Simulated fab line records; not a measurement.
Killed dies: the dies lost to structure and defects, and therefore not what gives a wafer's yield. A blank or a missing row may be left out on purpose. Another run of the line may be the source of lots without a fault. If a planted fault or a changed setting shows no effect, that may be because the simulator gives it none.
Matching of chambers || flow n5_finfet || N5_BEOL_M2_DEP_57 on pecvd-02: 3 sister chambers
The step deposits SiCN from 3MS/NH3, target thk 8 nm, time 14 s. 6 wafers are shown with their chamber, then 9 later ones without.

EACH WAFER AND ITS CHAMBER
{"wafer": "L077.6", "chamber": 1, "throttle_valve_pct (%)": 9.2, "showerhead_plenum_p_Torr (Torr)": 3.658}
{"wafer": "L078.5", "chamber": 1, "throttle_valve_pct (%)": 9.1, "showerhead_plenum_p_Torr (Torr)": 3.659}
{"wafer": "L078.6", "chamber": 2, "throttle_valve_pct (%)": 8.9, "showerhead_plenum_p_Torr (Torr)": 3.665}
{"wafer": "L081.1", "chamber": 0, "throttle_valve_pct (%)": 9.5, "showerhead_plenum_p_Torr (Torr)": 3.669}
{"wafer": "L081.2", "chamber": 2, "throttle_valve_pct (%)": 8.7, "showerhead_plenum_p_Torr (Torr)": 3.671}
{"wafer": "L081.6", "chamber": 0, "throttle_valve_pct (%)": 9.1, "showerhead_plenum_p_Torr (Torr)": 3.651}

WAFERS WITHOUT THEIR CHAMBER
{"wafer": "L085.2", "throttle_valve_pct (%)": 8.9, "showerhead_plenum_p_Torr (Torr)": 3.671}
{"wafer": "L085.4", "throttle_valve_pct (%)": 9.1, "showerhead_plenum_p_Torr (Torr)": 3.658}
{"wafer": "L085.5", "throttle_valve_pct (%)": 8.9, "showerhead_plenum_p_Torr (Torr)": 3.664}
{"wafer": "L091.1", "throttle_valve_pct (%)": 9.1, "showerhead_plenum_p_Torr (Torr)": 3.675}
{"wafer": "L091.4", "throttle_valve_pct (%)": 8.9, "showerhead_plenum_p_Torr (Torr)": 3.669}
{"wafer": "L091.5", "throttle_valve_pct (%)": 9.2, "showerhead_plenum_p_Torr (Torr)": 3.654}
{"wafer": "L094.1", "throttle_valve_pct (%)": 9.0, "showerhead_plenum_p_Torr (Torr)": 3.669}
{"wafer": "L094.4", "throttle_valve_pct (%)": 9.0, "showerhead_plenum_p_Torr (Torr)": 3.672}
{"wafer": "L094.5", "throttle_valve_pct (%)": 9.4, "showerhead_plenum_p_Torr (Torr)": 3.657}

WHICH CHAMBER EACH WENT THROUGH
{"wafer": "L085.2", "from the rows above": "can't be placed: 2 or 1 or 0", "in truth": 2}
{"wafer": "L085.4", "from the rows above": "can't be placed: 1 or 0 or 2", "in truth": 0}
{"wafer": "L085.5", "from the rows above": "can't be placed: 2 or 1 or 0", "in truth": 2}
{"wafer": "L091.1", "from the rows above": "can't be placed: 2 or 1 or 0", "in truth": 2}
{"wafer": "L091.4", "from the rows above": "can't be placed: 2 or 1 or 0", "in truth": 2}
{"wafer": "L091.5", "from the rows above": "can't be placed: 1 or 0", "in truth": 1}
{"wafer": "L094.1", "from the rows above": "can't be placed: 2 or 1 or 0", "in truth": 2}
{"wafer": "L094.4", "from the rows above": "can't be placed: 2 or 1 or 0", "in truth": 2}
{"wafer": "L094.5", "from the rows above": "can't be placed: 0 or 1", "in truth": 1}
Correct placement for 0 of the 9. Can't be placed from these rows: 9 (the true chamber is among the candidates in 9). 0 placed wrongly.
How it was worked out, from the rows above alone: a wafer's distance from a chamber is the root of the sum, over the readings, of the square of ((its reading less the chamber's mean) divided by the reading's scatter). The wafer belongs to the nearest chamber; if the next one is less than 2 further off, it can't be placed. The mean given for a chamber averages the wafers shown for that chamber. The scatter: take each reading less its chamber's mean, square it, sum over the shown wafers, divide by the number of wafers less the number of chambers, and take the root.
